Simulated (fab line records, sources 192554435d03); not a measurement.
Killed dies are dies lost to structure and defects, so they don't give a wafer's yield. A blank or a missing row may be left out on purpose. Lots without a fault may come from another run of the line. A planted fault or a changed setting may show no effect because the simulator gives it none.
fab line records | flow n5_finfet
record lots=7 wafers=21 last_day=18
route steps=1938 shown BEOL_M3@993 BEOL_M4@1111 PASSIVATION@1936
lots that met no fault: from a run of the same line without faults
start_h: hours from the record's first day to the start of the lot's first wafer shown | wait_h: hours since the lot's step before | " the same as in the row above | L1.1+2: a row that stands for several wafers | - no value, or no start given | * or withheld: withheld | < > ~ a bound
route shown NAME@n: a module of which the file shows steps, and the number in the route of the first | usual: mean/standard deviation of fault-free wafers | same: alike in all rows | chamber/n: place in a boat | sites: the reading at each site | _std_site: their standard deviation | _edge_site: outer sites' mean less inner sites' | radius_mm: how far each site lies from the wafer's centre | mask NAME#n: copy n | behind: the tool/chamber that last shaped the wafer | hold: why the lot was held/for how many hours/how that ended | device: the transistor (n, p or np) that didn't switch | end of line: the same wafers' tests at the end of the route | a step without rows: its recipe alone | killed: dies lost to structure and defects at the first sort, not the wafer's yield | map: a wafer's dies, x killed, . not, _ none there
set.NAME: the setting as run; set.NAME@STEP: as run at that earlier step | model.NAME: the simulator's own value behind a step, which no gauge read
lots at some steps of the route; a table a step, a row a wafer
## steps
# step N5_BEOL_M3_CVD_47
# recipe material=Co target_thk_a=30 temp_c=withheld precursor=CCTBA/H2 pressure_torr=30 time_s=223.8
# step N5_BEOL_M3_SPUTTER_48
# recipe material=Cu target_thk_a=45 temp_c=-20 chamber_pressure_pa=0.07 power_w=withheld time_s=8.29
# usual susceptor_temp_C=-20.00/0.11 throttle_valve_pct=30.0/0.86
# same time_s=8.29
# columns lot.wafer tool chamber start_h wait_h susceptor_temp_C throttle_valve_pct
L149.1 pvd_sputter-02 - 171.68 1.3 -20.04 29.9
L149.4 " - " " -20.27 28.6
L149.6 " - " " -20.03 29.9
L154.1 pvd_sputter-03 - 198.85 1.5 -19.91 29.9
L154.3 " - " " -20.11 30.2
L154.4 " - " " -20.06 29.9
L155.4 pvd_sputter-02 - 201.72 0.0 -20.05 28.4
L155.5 " - " " -19.76 31.2
L155.6 " - " " -19.98 28.6
L156.1 pvd_sputter-02 - 214.58 0.1 -19.93 31.2
L156.2 " - " " -20.03 28.6
L156.3 " - " " -20.10 29.2
L159.1 pvd_sputter-02 - 234.63 0.1 -20.26 31.3
L159.3 " - " " -19.91 29.3
L159.6 " - " " -20.12 31.4
L165.2 pvd_sputter-02 - 259.62 0.1 -19.94 31.3
L165.3 " - " " -19.84 28.3
L165.5 " - " " -20.13 29.6
L170.3 pvd_sputter-03 - 301.48 0.1 -20.08 29.9
L170.5 " - " " -19.99 30.1
L170.6 " - " " -19.85 30.3
# step N5_BEOL_M3_ANNEAL_49
# recipe temp_c=400 time_s=240 ambient=vacuum
# step N5_BEOL_M3_SPUTTER_79
# recipe material=Cu target_thk_a=45 temp_c=-20 chamber_pressure_pa=0.07 power_w=withheld time_s=8.29
# step N5_BEOL_M3_ANNEAL_80
# recipe temp_c=400 time_s=240 ambient=vacuum
# step N5_BEOL_M3_SPUTTER_81
# recipe material=Cu target_thk_a=45 temp_c=-20 chamber_pressure_pa=0.07 power_w=withheld time_s=8.29
# usual susceptor_temp_C=-20.01/0.1 throttle_valve_pct=30.0/0.85
# same time_s=8.29
# columns lot.wafer tool chamber start_h wait_h susceptor_temp_C throttle_valve_pct
L149.1 pvd_sputter-02 - 172.12 0.1 -20.04 29.4
L149.4 " - " " -20.20 29.2
L149.6 " - " " -20.07 30.0
L154.1 pvd_sputter-03 - 199.29 0.1 -19.94 29.5
L154.3 " - " " -19.98 30.2
L154.4 " - " " -19.97 29.8
L155.4 pvd_sputter-02 - 202.16 0.1 -20.14 28.6
L155.5 " - " " -19.76 31.3
L155.6 " - " " -19.96 28.8
L156.1 pvd_sputter-02 - 215.02 0.1 -19.96 31.5
L156.2 " - " " -20.12 28.5
L156.3 " - " " -19.84 28.7
L159.1 pvd_sputter-02 - 235.07 0.1 -19.87 31.2
L159.3 " - " " -20.00 28.8
L159.6 " - " " -19.93 31.3
L165.2 pvd_sputter-02 - 260.06 0.1 -19.69 31.3
L165.3 " - " " -19.99 28.7
L165.5 " - " " -20.04 29.9
L170.3 pvd_sputter-03 - 301.92 0.1 -20.07 30.1
L170.5 " - " " -20.13 29.9
L170.6 " - " " -20.06 30.3
# step N5_BEOL_M3_ANNEAL_82
# recipe temp_c=400 time_s=240 ambient=vacuum
# step N5_BEOL_M3_SPUTTER_86
# recipe material=Cu target_thk_a=45 temp_c=-20 chamber_pressure_pa=0.07 power_w=withheld time_s=8.29
# step N5_BEOL_M3_ANNEAL_87
# recipe temp_c=400 time_s=240 ambient=vacuum
# step N5_BEOL_M3_SPUTTER_88
# recipe material=Cu target_thk_a=45 temp_c=-20 chamber_pressure_pa=0.07 power_w=withheld time_s=8.29
# step N5_BEOL_M3_ANNEAL_89
# recipe temp_c=400 time_s=240 ambient=vacuum
# usual heater_power_w=820/75 susceptor_temp_C=400.00/0.24
# same time_s=240
# columns lot.wafer tool chamber start_h wait_h heater_power_w susceptor_temp_C
L149.1 pvd_sputter-02 - 172.64 0.0 900 400.18
L149.4 " - " " 797 399.86
L149.6 " - " " 892 400.01
L154.1 pvd_sputter-03 - 199.81 0.0 785 399.75
L154.3 " - " " 877 400.08
L154.4 " - " " 899 399.97
L155.4 pvd_sputter-02 - 202.68 0.0 704 400.30
L155.5 " - " " 793 400.04
L155.6 " - " " 727 400.39
L156.1 pvd_sputter-02 - 215.54 0.0 792 399.91
L156.2 " - " " 723 399.54
L156.3 " - " " 797 400.02
L159.1 pvd_sputter-02 - 235.59 0.0 770 400.44
L159.3 " - " " 778 400.14
L159.6 " - " " 761 399.88
L165.2 pvd_sputter-02 - 260.58 0.0 814 400.16
L165.3 " - " " 715 400.02
L165.5 " - " " 903 399.95
L170.3 pvd_sputter-03 - 302.44 0.0 886 400.40
L170.5 " - " " 778 400.22
L170.6 " - " " 900 400.01
# step N5_BEOL_M3_SPUTTER_90
# recipe material=Cu target_thk_a=45 temp_c=-20 chamber_pressure_pa=0.07 power_w=withheld time_s=8.29
# usual susceptor_temp_C=-20.01/0.11 throttle_valve_pct=30.0/0.84
# same time_s=8.29
# columns lot.wafer tool chamber start_h wait_h susceptor_temp_C throttle_valve_pct
L149.1 pvd_sputter-02 - 172.78 0.1 -19.96 30.0
L149.4 " - " " -20.00 28.9
L149.6 " - " " -20.03 29.6
L154.1 pvd_sputter-03 - 199.95 0.1 -19.96 29.7
L154.3 " - " " -19.95 30.5
L154.4 " - " " -20.14 29.7
L155.4 pvd_sputter-02 - 202.82 0.1 -19.99 28.8
L155.5 " - " " -20.13 31.4
L155.6 " - " " -20.10 28.7
L156.1 pvd_sputter-02 - 215.68 0.1 -19.81 31.3
L156.2 " - " " -20.01 28.6
L156.3 " - " " -20.08 29.0
L159.1 pvd_sputter-02 - 235.73 0.1 -20.03 31.3
L159.3 " - " " -19.90 29.1
L159.6 " - " " -20.06 31.2
L165.2 pvd_sputter-02 - 260.72 0.1 -19.99 31.1
L165.3 " - " " -19.82 28.7
L165.5 " - " " -20.13 29.8
L170.3 pvd_sputter-03 - 302.58 0.1 -20.06 29.6
L170.5 " - " " -19.94 29.9
L170.6 " - " " -19.92 30.1
# step N5_BEOL_M3_ANNEAL_91
# recipe temp_c=400 time_s=240 ambient=vacuum
# usual heater_power_w=820/78 susceptor_temp_C=400.02/0.22 time_s=240/0
# columns lot.wafer tool chamber start_h wait_h heater_power_w susceptor_temp_C time_s
L149.1 pvd_sputter-02 - 172.86 0.0 904 400.10 240
L149.4 " - " " 782 400.13 240
L149.6 " - " " 882 399.69 240
L154.1 pvd_sputter-03 - 200.03 0.0 - - -
L154.3 " - " " - - -
L154.4 " - " " - - -
L155.4 pvd_sputter-02 - 202.90 0.0 - - -
L155.5 " - " " - - -
L155.6 " - " " - - -
L156.1 pvd_sputter-02 - 215.76 0.0 - - -
L156.2 " - " " - - -
L156.3 " - " " - - -
L159.1 pvd_sputter-02 - 235.81 0.0 779 399.85 240
L159.3 " - " " 810 400.08 240
L159.6 " - " " 790 399.77 240
L165.2 pvd_sputter-02 - 260.80 0.0 797 399.75 240
L165.3 " - " " 704 400.18 240
L165.5 " - " " 901 400.21 240
L170.3 pvd_sputter-03 - 302.66 0.0 875 399.76 240
L170.5 " - " " 792 399.74 240
L170.6 " - " " 912 399.99 240
# step N5_BEOL_M3_SPUTTER_92
# recipe material=Cu target_thk_a=45 temp_c=-20 chamber_pressure_pa=0.07 power_w=withheld time_s=8.29
# usual susceptor_temp_C=-19.99/0.13 throttle_valve_pct=30.0/0.87
# same time_s=8.29
# columns lot.wafer tool chamber start_h wait_h susceptor_temp_C throttle_valve_pct
L149.1 pvd_sputter-02 - 173.00 0.1 -20.08 29.6
L149.4 " - " " -20.13 29.1
L149.6 " - " " -19.84 29.6
L154.1 pvd_sputter-03 - 200.17 0.1 -19.87 30.0
L154.3 " - " " -19.89 30.0
L154.4 " - " " -19.92 29.6
L155.4 pvd_sputter-02 - 203.04 0.1 -20.03 28.4
L155.5 " - " " -20.19 31.4
L155.6 " - " " -20.16 28.6
L156.1 pvd_sputter-02 - 215.90 0.1 -20.01 31.3
L156.2 " - " " -20.00 28.5
L156.3 " - " " -19.93 29.2
L159.1 pvd_sputter-02 - 235.95 0.1 -20.07 31.3
L159.3 " - " " -20.11 28.9
L159.6 " - " " -20.01 31.3
L165.2 pvd_sputter-02 - 260.94 0.1 -20.13 31.4
L165.3 " - " " -19.99 28.6
L165.5 " - " " -19.89 29.7
L170.3 pvd_sputter-03 - 302.80 0.1 -20.04 30.0
L170.5 " - " " -20.10 29.9
L170.6 " - " " -19.93 30.5
# step N5_BEOL_M4_RC_MEAS_101
# usual DIBL_N=37.1/2.4 DIBL_P=37/3 IOFF_N=0.18/0.053 IOFF_P=0.21/0.05 ION_N=674/14 ION_P=459/9.2 SS_N=72.1/0.9 SS_P=73.4/0.89 VT_N=250/3.8 VT_P=-251/3.7
# columns lot.wafer tool chamber start_h wait_h DIBL_N[mV/V] DIBL_P[mV/V] IOFF_N[nA/um] IOFF_P[nA/um] ION_N[uA/um] ION_P[uA/um] SS_N[mV/dec] SS_P[mV/dec] VT_N[mV] VT_P[mV]
L149.1 prober-02 0 200.22 0.0 36.9 37 0.16 0.23 679 464 71.0 73.8 253 -248
L149.4 " 0 " " 33.9 33 0.12 0.19 659 458 70.7 72.5 255 -251
L149.6 " 0 " " 36.2 36 0.15 0.21 664 457 72.4 73.2 252 -252
L154.1 prober-02 0 213.64 0.0 35.3 34 0.14 0.21 671 457 70.7 72.4 249 -251
L154.3 " 0 " " 38.3 36 0.18 0.23 684 464 72.6 73.5 251 -248
L154.4 " 0 " " 35.8 33 0.14 0.18 651 453 71.8 72.6 255 -255
L156.1 prober-01 0 229.62 0.0 37.4 35 0.15 0.16 662 448 71.6 72.4 251 -257
L156.2 " 0 " " 38.4 36 0.19 0.19 681 452 71.8 73.2 245 -253
L156.3 " 0 " " 33.7 32 0.10 0.13 653 448 71.1 72.6 257 -258
L155.4 prober-01 0 232.50 0.5 36.2 34 0.15 0.18 667 454 70.7 72.9 251 -254
L155.5 " 0 " " 37.8 37 0.18 0.21 664 454 71.8 73.5 250 -253
L155.6 " 0 " " 35.5 33 0.13 0.17 658 449 71.1 72.3 253 -253
L159.1 prober-02 0 254.14 0.0 34.5 33 0.12 0.15 667 456 71.0 72.0 253 -258
L159.3 " 0 " " 36.3 37 0.17 0.20 675 456 71.9 73.2 248 -252
L159.6 " 0 " " 35.9 37 0.16 0.19 672 459 72.0 72.9 249 -252
L165.2 prober-01 0 280.71 0.2 43.0 45 0.32 0.38 703 473 73.5 75.2 244 -241
L165.3 " 0 " " 36.5 37 0.17 0.24 678 472 71.8 73.4 247 -246
L165.5 " 0 " " 40.2 42 0.27 0.33 698 474 72.7 74.8 241 -244
L170.3 prober-01 0 312.76 0.3 37.9 37 0.19 0.20 679 455 72.6 72.7 249 -251
L170.5 " 0 " " 39.7 39 0.22 0.23 686 462 73.2 72.7 248 -248
L170.6 " 0 " " 40.3 40 0.21 0.24 682 449 72.5 74.8 248 -252
# step N5_PASSIVATION_PROBE_49
# usual defect_limited_yield=91.6/1.4 killed_at_M0_to_M3=32/9.5 killed_at_M4_up=13/6 killed_at_contacts=12/5.6 killed_at_front_end=39/11 killed_at_other=2.8/2.3 killed_dies=99/16 killed_on_rim=12/3.4 killed_open=65/12 killed_short=32/7.6 sort_bin_4_leakage=0.1/0.88 sort_bin_5_function=4.8/0.88 sort_bin_6_memory=3.2/0.65 sort_n_pass=1077/29 sort_yield_pct=91.2/2.5
# same gross_dies=1180 killed_at_back_side=0 sort_bin_8_speed[%]=0
# columns lot.wafer tool chamber start_h wait_h defect_limited_yield[%] killed_at_M0_to_M3 killed_at_M4_up killed_at_contacts killed_at_front_end killed_at_other killed_dies killed_on_rim killed_open killed_short sort_bin_4_leakage[%] sort_bin_5_function[%] sort_bin_6_memory[%] sort_n_pass sort_yield_pct[%]
L149.1 prober-02 - 318.16 0.0 93.6 30 14 3 28 0 75 11 51 24 0 3.7 2.6 1105 93.6
L149.4 prober-02 - 318.31 0.2 90.6 27 21 16 47 0 111 12 74 37 0 5.8 3.3 1069 90.6
L149.6 prober-02 - 318.41 0.3 90.9 42 24 5 35 1 107 12 74 33 0 6.0 2.8 1073 90.9
L154.1 prober-01 - 320.60 0.0 91.5 41 2 13 40 4 100 18 60 38 0 5.2 3.1 1080 91.5
L154.3 prober-01 - 320.70 0.1 93.6 20 10 9 31 6 76 13 47 23 0 3.6 2.1 1104 93.6
L154.4 prober-01 - 320.75 0.2 94.1 28 8 10 19 5 70 12 41 28 0 3.8 1.9 1110 94.1
L159.1 prober-02 - 368.62 0.0 91.7 33 9 12 43 1 98 14 69 27 0 5.0 3.1 1082 91.7
L159.3 prober-02 - 368.72 0.1 90.7 30 15 24 36 5 110 17 82 21 0 5.1 3.6 1070 90.7
L159.6 prober-02 - 368.87 0.3 89.7 41 17 18 43 3 122 17 68 40 0 4.9 4.3 1058 89.7
L170.3 prober-02 - 423.03 0.1 89.9 37 9 15 52 6 119 12 68 49 0 5.3 4.2 1061 89.9
L170.5 prober-02 - 423.13 0.2 91.4 37 11 2 42 9 101 10 61 35 0 4.7 3.1 1079 91.4
L170.6 prober-02 - 423.18 0.3 91.9 28 11 10 39 8 96 16 64 32 0 5.1 2.6 1084 91.9
# killed by level:class
L149.1 BEOL_M2:geometric_particle:open=10 BEOL_M3:geometric_particle:open=9 GATE_CUT:geometric_particle:short=7 BEOL_M4:geometric_particle:open=5 BEOL_M4:geometric_particle:short=5 DUMMY_GATE:geometric_particle:open=4 STARTING-WAFER:geometric_particle:open=4 FIN_SAQP:geometric_particle:open=3
L149.4 MOL_CONTACT_COAG:geometric_particle:open=15 FIN_SAQP:geometric_particle:open=9 BEOL_M2:geometric_particle:open=9 FIN_SAQP:geometric_particle:short=8 BEOL_M3:geometric_particle:open=8 GATE_CUT:geometric_particle:short=6 BEOL_M4:geometric_particle:open=6 STI_FIN_REVEAL:geometric_particle:open=5
L149.6 BEOL_M3:geometric_particle:open=14 FIN_SAQP:geometric_particle:short=10 BEOL_M4:geometric_particle:short=8 BEOL_M2:geometric_particle:open=7 BEOL_M4:geometric_particle:open=7 STI_FIN_REVEAL:geometric_particle:open=6 DUMMY_GATE:geometric_particle:open=6 BEOL_M0:geometric_particle:open=6
L154.1 FIN_SAQP:geometric_particle:open=16 MOL_CONTACT_COAG:geometric_particle:open=11 BEOL_M0_SAQP:geometric_particle:short=11 BEOL_M0_SAQP:geometric_particle:open=8 BEOL_M3:geometric_particle:short=6 BEOL_M1:geometric_particle:open=5 FIN_SAQP:geometric_particle:short=4 SPACER0:geometric_particle:open=4
L154.3 MOL_CONTACT_COAG:geometric_particle:open=8 BEOL_M4:geometric_particle:open=6 FIN_SAQP:geometric_particle:short=5 BEOL_M0_SAQP:geometric_particle:open=5 BEOL_M3:geometric_particle:open=5 HKMG_FIN:area_etch=5 DUMMY_GATE:geometric_particle:open=4 BEOL_M1:geometric_particle:open=4
L154.4 BEOL_M0_SAQP:geometric_particle:short=7 MOL_CONTACT_COAG:geometric_particle:open=6 FIN_SAQP:geometric_particle:open=5 BEOL_M2:geometric_particle:open=5 STARTING-WAFER:geometric_particle:short=5 MOL_CONTACT_COAG:geometric_particle:short=4 BEOL_M0_SAQP:geometric_particle:open=4 BEOL_M3:geometric_particle:open=4
L159.1 STI_FIN_REVEAL:geometric_particle:open=14 MOL_CONTACT_COAG:geometric_particle:open=11 BEOL_M2:geometric_particle:open=8 BEOL_M3:geometric_particle:open=8 FIN_SAQP:geometric_particle:short=5 FIN_SAQP:geometric_particle:open=5 GATE_CUT:geometric_particle:short=4 BEOL_M0_SAQP:geometric_particle:short=4
L159.3 MOL_CONTACT_COAG:geometric_particle:open=18 STI_FIN_REVEAL:geometric_particle:open=17 BEOL_M2:geometric_particle:open=9 BEOL_M1:geometric_particle:open=8 BEOL_M4:geometric_particle:open=7 MOL_CONTACT_COAG:geometric_particle:short=6 HKMG_FIN:area_etch=5 FIN_SAQP:geometric_particle:open=3
L159.6 BEOL_M2:geometric_particle:open=12 MOL_CONTACT_COAG:geometric_particle:open=11 FIN_SAQP:geometric_particle:open=9 FIN_SAQP:geometric_particle:short=8 HKMG_FIN:area_etch=8 MOL_CONTACT_COAG:geometric_particle:short=7 BEOL_M1:geometric_particle:open=6 BEOL_M0_SAQP:geometric_particle:open=5
L170.3 BEOL_M0_SAQP:geometric_particle:short=15 BEOL_M0_SAQP:geometric_particle:open=11 MOL_CONTACT_COAG:geometric_particle:open=10 FIN_SAQP:geometric_particle:open=9 STI_FIN_REVEAL:geometric_particle:open=9 FIN_SAQP:geometric_particle:short=8 BEOL_M2:geometric_particle:open=7 GATE_CUT:geometric_particle:short=6
L170.5 FIN_SAQP:geometric_particle:short=9 FIN_SAQP:geometric_particle:open=8 BEOL_M1:geometric_particle:open=8 STI_FIN_REVEAL:geometric_particle:open=6 BEOL_M0_SAQP:geometric_particle:open=5 BEOL_M0:geometric_particle:open=5 BEOL_M2:geometric_particle:open=5 BEOL_M4:geometric_particle:open=5
L170.6 MOL_CONTACT_COAG:geometric_particle:open=8 BEOL_M4:geometric_particle:open=8 STI_FIN_REVEAL:geometric_particle:open=7 BEOL_M0_SAQP:geometric_particle:short=7 FIN_SAQP:geometric_particle:short=6 BEOL_M3:geometric_particle:open=6 DUMMY_GATE:geometric_particle:open=4 BEOL_M0:geometric_particle:open=4
## key
first_sign step=N5_BEOL_M3_ANNEAL_91 reading=tool_record direction=missing
effect none on later readings
met_at N5_BEOL_M3_ANNEAL_91
struck_wafers L154.1,L154.3,L154.4,L155.4,L155.5,L155.6,L156.1,L156.2,L156.3
onset_between 172.86 200.03
fault kind=skipped_step_whole tool=pvd_sputter-02,pvd_sputter-03 chamber=- onset_h=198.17 steps=N5_BEOL_M3_ANNEAL_91 scope=struck_lots_only
